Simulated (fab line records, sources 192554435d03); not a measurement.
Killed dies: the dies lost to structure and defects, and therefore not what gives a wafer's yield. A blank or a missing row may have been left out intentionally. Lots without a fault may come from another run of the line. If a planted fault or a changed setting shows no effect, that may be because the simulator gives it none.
Split-lot study	flow n5 finfet	7 lots, 39 wafers read, on a route of 1938 steps

THE SPLIT ITSELF
At N5_FIN_SAQP_MANDREL_ETCH_22 (etches a-Si in HBr/Cl2, stops on SiNx, target depth 60 nm, bt time 10 s, time 30 s), the setting target depth a was moved away from the recipe's 600 angstrom on 12 of the 39 wafers read, by -9.8% to +12.5%. For the rest of the wafers, this setting stayed at what the recipe calls for.

The reading comes from the split's own step.

THE READING
SOC_of_FIN_SAQP_COAT_49.thk nm (the simulator's own value, which no gauge read), in nm, at N5_FIN_SAQP_MANDREL_ETCH_22 (etches a-Si in HBr/Cl2, stops on SiNx, target depth 60 nm, bt time 10 s, time 30 s). The file does not state a usual value for it. Average 76.03 nm, standard deviation 0.59 nm, over the 27 wafers here run with the recipe.

wafer	tool, chamber at the split	target depth a as run, angstrom	against the recipe	SOC_of_FIN_SAQP_COAT_49.thk nm, nm	against lot-mates on the recipe
L075.1	rie si-04, 1	600	recipe	75.82	-
L075.2	rie si-04, 2	600	recipe	76.01	-
L075.3	rie si-04, 0	656	+9.3%	72.8	-3.03
L075.4	rie si-04, 3	656	+9.3%	73.79	-2.04
L075.5	rie si-04, 1	600	recipe	75.67	-
L075.6	rie si-04, 0	656	+9.3%	73.5	-2.33
L080.1	rie si-04, 3	600	recipe	75.98	-
L080.5	rie si-04, 3	600	recipe	75.98	-
L080.2	rie si-04, 1	600	recipe	75.25	-
L080.3	rie si-04, 2	600	recipe	75.68	-
L080.4	rie si-04, 0	600	recipe	75.54	-
L080.6	rie si-04, 2	600	recipe	75.87	-
L083.2	rie si-05, 2	600	recipe	75.76	-
L083.3	rie si-05, 0	600	recipe	75.54	-
L083.5	rie si-05, 2	600	recipe	75.85	-
L088.1	rie si-02, 3	600	recipe	76.77	-
L088.2	rie si-02, 2	600	recipe	77.27	-
L088.3	rie si-02, 0	600	recipe	76.56	-
L088.4	rie si-02, 1	559.6	-6.7%	77.03	+0.16
L088.5	rie si-02, 3	559.6	-6.7%	78.08	+1.21
L088.6	rie si-02, 2	559.6	-6.7%	78.66	+1.79
L090.1	rie si-02, 3	675.3	+12.5%	73.13	-2.91
L090.2	rie si-02, 0	600	recipe	75.92	-
L090.3	rie si-02, 2	675.3	+12.5%	73.73	-2.31
L090.4	rie si-02, 1	600	recipe	75.24	-
L090.5	rie si-02, 2	600	recipe	76.95	-
L090.6	rie si-02, 3	675.3	+12.5%	72.83	-3.21
L094.1	rie si-05, 2	600	recipe	75.78	-
L094.2	rie si-05, 3	600	recipe	76.15	-
L094.3	rie si-05, 1	600	recipe	75.61	-
L094.4	rie si-05, 0	600	recipe	75.71	-
L094.5	rie si-05, 1	600	recipe	75.87	-
L094.6	rie si-05, 0	600	recipe	75.32	-
L097.1	rie si-02, 2	541.1	-9.8%	79.62	+2.72
L097.2	rie si-02, 1	541.1	-9.8%	78.33	+1.43
L097.3	rie si-02, 3	600	recipe	77.33	-
L097.4	rie si-02, 0	541.1	-9.8%	79.41	+2.51
L097.5	rie si-02, 2	600	recipe	77.26	-
L097.6	rie si-02, 1	600	recipe	76.12	-

FIT RESULTS
A straight line over all 39 wafers: SOC_of_FIN_SAQP_COAT_49.thk nm changes by -0.268 nm for each +1% of target depth a; r = -0.92; the points scatter about the line by 0.62 nm.
The same after taking each lot's own level away (the mean of its wafers on the recipe; 39 wafers): -0.225 nm for each +1%; r = -0.94; scatter 0.46 nm.
Per that fit: largest target depth a move, reading shift of 2.8 nm.
Across the lots, their own levels run from 75.717 to 76.903 nm, a range of 2.0 times the standard deviation given above.
Thus the slope moves with the lot-to-lot level: the two fits are different.
Check: with one of the wafers moved furthest among these (+12.5%) left out of the fit, the line predicts -2.88 nm for it against its lot-mates. It came out at -2.91 nm against them.

THE FILE'S OWN FIT
SOC_of_FIN_SAQP_COAT_49.thk nm changes by -0.226 nm for each +1% of target depth a, r = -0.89.
